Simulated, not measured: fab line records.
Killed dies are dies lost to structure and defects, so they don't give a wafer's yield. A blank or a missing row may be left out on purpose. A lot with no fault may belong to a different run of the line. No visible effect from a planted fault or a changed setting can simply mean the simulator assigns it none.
Split-lot experiment ; flow n5-finfet ; 21 wafers read from 7 lots, route of 1938 steps

THE SPLIT
At N5_BEOL_M7_VIA_ETCH_34 (etches SiCOH lowk in C4F6/O2, target depth 125.5 nm, time 50.5 s), the setting source-w was moved away from the recipe's 345 W on 7 of the 21 wafers read, by -17.7% to +17.2%. This setting was run at the recipe's value on the other wafers.

The reading comes from the split's own step.

THE READING
rf-vpp-V, in V, at N5_BEOL_M7_VIA_ETCH_34 (etches SiCOH lowk in C4F6/O2, target depth 125.5 nm, time 50.5 s). Fault-free wafers of this fab line usually give 668 V, standard deviation 10 V.

wafer;tool, chamber at the split;source-w as run, W;against the recipe;rf-vpp-V, V;against lot-mates on the recipe
L075.2;rie-diel-06, 3;345;recipe;683;-
L075.3;rie-diel-06, 2;284;-17.7%;722;+46
L075.4;rie-diel-06, 1;345;recipe;669;-
L077.3;rie-diel-02, 0;308;-10.7%;696;+6
L077.4;rie-diel-02, 2;345;recipe;690;-
L077.6;rie-diel-02, 1;308;-10.7%;708;+18
L080.3;rie-diel-05, 2;404.5;+17.2%;614;-60
L080.4;rie-diel-05, 0;345;recipe;666;-
L080.6;rie-diel-05, 1;345;recipe;681;-
L084.1;rie-diel-02, 0;345;recipe;655;-
L084.3;rie-diel-02, 3;364.6;+5.7%;645;-14
L084.5;rie-diel-02, 3;345;recipe;662;-
L092.1;rie-diel-06, 0;345;recipe;663;-
L092.3;rie-diel-06, 1;403.2;+16.9%;619;-54
L092.6;rie-diel-06, 3;345;recipe;683;-
L096.2;rie-diel-06, 1;345;recipe;670;-
L096.3;rie-diel-06, 3;388.4;+12.6%;642;-20
L096.4;rie-diel-06, 2;345;recipe;653;-
L095.1;rie-diel-06, 1;345;recipe;670;-
L095.3;rie-diel-06, 0;345;recipe;665;-
L095.6;rie-diel-06, 1;345;recipe;669;-

FIT RESULTS
A straight line over all 21 wafers: rf-vpp-V changes by -2.98 V for each +1% of source-w; r = -0.93; the points scatter about the line by 9.7 V.
The same after taking each lot's own level away (the mean of its wafers on the recipe; 21 wafers): -2.51 V for each +1%; r = -0.92; scatter 9.1 V.
On that fit, the largest move of source-w shifts the reading by 44 V.
Across the lots, their own levels run from 658.5 to 690.0 V, a range of 3.1 times the standard deviation given above.
Thus the slope moves with the lot-to-lot level: the two fits are different.
Check: with one of the wafers moved furthest among these (-17.7%) left out of the fit, the line predicts +40.7 V for it against its lot-mates. Against them it came out at +46 V.
Tool readings at the split's step, against how far the setting was moved: rf-vpp-V r = -0.93.

OTHER SPLITS APPLIED TO THESE WAFERS
Before the reading, these wafers also passed through other splits. Each is held against what the fit with the lots' levels taken away leaves over:
other split on the same wafers;wafers away from the commonest value;r with rf-vpp-V (lot level and that fit taken away)
N5_BEOL_M4_VIA_ETCH_34 source-w;10;+0.06
N5_BEOL_M5_COAT_74 spin-rpm;6;-0.15
N5_BEOL_M5_EXPOSE_25 dose-mj;6;-0.35
N5_BEOL_M6_VIA_ETCH_34 time-s;7;-0.31
N5_BEOL_M6_TRENCH_ETCH_37 source-w;7;+0.52
N5_BEOL_M7_DESCUM_33 time-s;11;-0.38

THE FILE'S OWN FIT
rf-vpp-V changes by -2.68 V for each +1% of source-w, r = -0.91.
